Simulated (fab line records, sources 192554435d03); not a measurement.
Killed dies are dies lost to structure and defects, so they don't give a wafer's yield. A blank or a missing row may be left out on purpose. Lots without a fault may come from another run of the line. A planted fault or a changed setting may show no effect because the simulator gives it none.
Chamber matching | flow n5_finfet | N5_BEOL_M4_STRIP_36 on rie_diel-04: 4 sister chambers
The step strips in N2/H2. 4 wafers are shown with their chamber, then 9 later ones without.

WAFERS WITH THEIR CHAMBER
wafer  | chamber | throttle_valve_pct (%)
L086.2 | 1       | 23.71
L092.2 | 0       | 23.91
L092.5 | 3       | 23.57
L092.6 | 2       | 23.33

WAFERS WITHOUT THEIR CHAMBER
wafer  | throttle_valve_pct (%)
L095.2 | 23.73
L095.4 | 23.59
L095.5 | 23.61
L096.1 | 23.35
L096.2 | 23.55
L096.4 | 23.56
L097.4 | 23.92
L097.5 | 23.55
L097.6 | 23.33

WHICH CHAMBER EACH WENT THROUGH
wafer  | from the rows above | in truth
L095.2 | 1                   | 1
L095.4 | 3                   | 3
L095.5 | 3                   | 3
L096.1 | 2                   | 2
L096.2 | 3                   | 3
L096.4 | 3                   | 3
L097.4 | 0                   | 0
L097.5 | 3                   | 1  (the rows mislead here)
L097.6 | 2                   | 2
Placed correctly: 8 of 9. Can't be placed from these rows: 0. Placed wrongly: 1.
How it was worked out, from the rows above alone: a wafer's distance from a chamber is the root of the sum, over the readings, of the square of ((its reading less the chamber's mean) divided by the reading's scatter). The wafer belongs to the nearest chamber; if the next one is less than 2 further off, it can't be placed. A chamber's mean is the mean of its shown wafers. The scatter: with one shown wafer a chamber, the root of the mean of the squares of how far each hidden wafer lies from its nearest shown one.
